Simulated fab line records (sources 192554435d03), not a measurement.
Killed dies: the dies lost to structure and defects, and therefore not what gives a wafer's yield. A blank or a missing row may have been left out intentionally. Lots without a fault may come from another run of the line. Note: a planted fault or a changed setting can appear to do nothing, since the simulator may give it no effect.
A lot that was struck, set against a sound lot ; flow n5-finfet ; 16 out of 1938 route steps
Sound: the wafers L808.2, L808.4, L808.6. Struck: wafers L820.3, L820.5, L820.6. The cause comes at the end.
At each step with rows: each side's tool, then ch and its chambers, then its first start. Under that, the readings that differ: sound wafers ; struck wafers ; difference of the means ; sigmas: that difference in standard deviations of wafers without a fault.
alike: a reading whose means differ by less than 2 such deviations, as well as words and numbers matching on both sides. not compared: withheld readings; readings where some wafer has no value; bounds like >300 that might hide an equal value; numbers whose values overlap and for which the record gives no deviation.
The two part at a step that has a row with sigmas, a row that says differs or no value, or rows on one side only. Numbers that have no deviation but don't overlap get no sigmas and don't part them. A reading that every wafer of one side lacks parts them only if that side has two wafers or more.

N5_BEOL_M1_PRE_CLEAN_60: time 15 s.
  sound on cvd-co-02 ch 0,2, day 7 06:59; struck on cvd-co-02 ch 0,1,2, day 10 15:05
  alike: heater-power-w
N5_BEOL_M1_CO_CAP_55: material Co, precursor CCTBA/H2, target thk 2 nm, time 102.1 s.
  sound on cvd-co-02 ch 0,2, day 7 07:02; struck on cvd-co-02 ch 0,1,2, day 10 15:07
  alike: heater-power-w
then, 2 steps without rows for these wafers: N5_BEOL_M1_PRE_CLEAN_56 (time 15 s); N5_BEOL_M1_DEP_57 (deposits SiCN from 3MS/NH3, target thk 8 nm, time 14 s).
N5_BEOL_M1_RS_MEAS_58: a four-point-probe measurement.
  sound: film-metro-01 at day 7 07:13; struck: film-metro-01 at day 10 15:18
  alike: M1_RS
N5_BEOL_M1_INSPECT_59: inspects for defects (darkfield).
  sound: defect-inspect-02 at day 7 07:14; struck: defect-inspect-01 at day 10 15:20
  alike: raw-defect-count
N5_BEOL_M2_ILD_DEP_00: deposits SiOC from DEMS/O2, target thk 79 nm, time 15.3 s.
  sound on pecvd-03 ch 0,1,2, day 7 07:17; struck on pecvd-03 ch 0,1, day 10 15:23
  alike: heater-power-w, showerhead-plenum-p-Torr, throttle-valve-pct
N5_BEOL_M2_THK_MEAS_01:
  sound: film-metro-01 at day 7 07:20; struck: film-metro-01 at day 10 15:27
  alike: M2_ILD_THK
N5_BEOL_M2_PECVD_72: deposits SiO2 from TEOS/O2, target thk 16 nm, time 18 s.
  sound on pecvd-04 ch 0,1,2, day 7 07:23; struck on pecvd-03 ch 0,2, day 10 15:29
  alike: heater-power-w, showerhead-plenum-p-Torr, throttle-valve-pct
N5_BEOL_M2_HM_DEP_02: deposits TiN, target thk 20 nm.
  sound: pvd-sputter-03 at day 7 08:08; struck: pvd-sputter-03 at day 10 17:25
  alike: throttle-valve-pct
then, 2 steps without rows for these wafers: N5_BEOL_M2_COAT_61 (time 60 s, resist thk 60 nm); N5_BEOL_M2_COAT_62 (time 60 s, resist thk 12 nm).
N5_BEOL_M2_COAT_73: time 60 s, resist thk 5 nm.
  sound on litho-track-04 ch 0, day 7 08:16; struck on litho-track-02 ch 0, day 10 17:33
reading;sound;struck;difference;sigmas
heater-power-total-W (W);390.2 393.1 392.1;416.1 416.8 412.0;+23.2;+18
plate-temp-C (C);204.83 204.82 205.03;214.29 214.33 214.43;+9.46;+63
then, 1 step without rows for these wafers: N5_BEOL_M2_COAT_05 (resist thk 30 nm).
N5_BEOL_M4_RC_MEAS_101:
  sound on prober-01 ch 0, day 8 19:42; struck on prober-01 ch 0, day 11 23:13
  alike: DIBL_N, DIBL_P, IOFF_N, IOFF_P, ION_N, ION_P, SS_N, SS_P, VT_N, VT_P
-- the record jumps here: 4 days lie between the struck wafers' starts before and after (it left off in module BEOL_M4 and takes up again in module PASSIVATION, whose first step shown is number 1936 of the route) --
N5_PASSIVATION_PROBE_49:
  only the struck wafers here have rows in the record (prober-01, day 16 09:41); the sound ones have none

== WHERE THEY PART ==
Last at N5_PASSIVATION_PROBE_49 as far as this record goes, first at N5_BEOL_M2_COAT_73.

WHY: what had been put in by the simulator
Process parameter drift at N5_BEOL_M2_COAT_73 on litho-track-02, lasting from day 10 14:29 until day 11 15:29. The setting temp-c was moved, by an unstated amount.
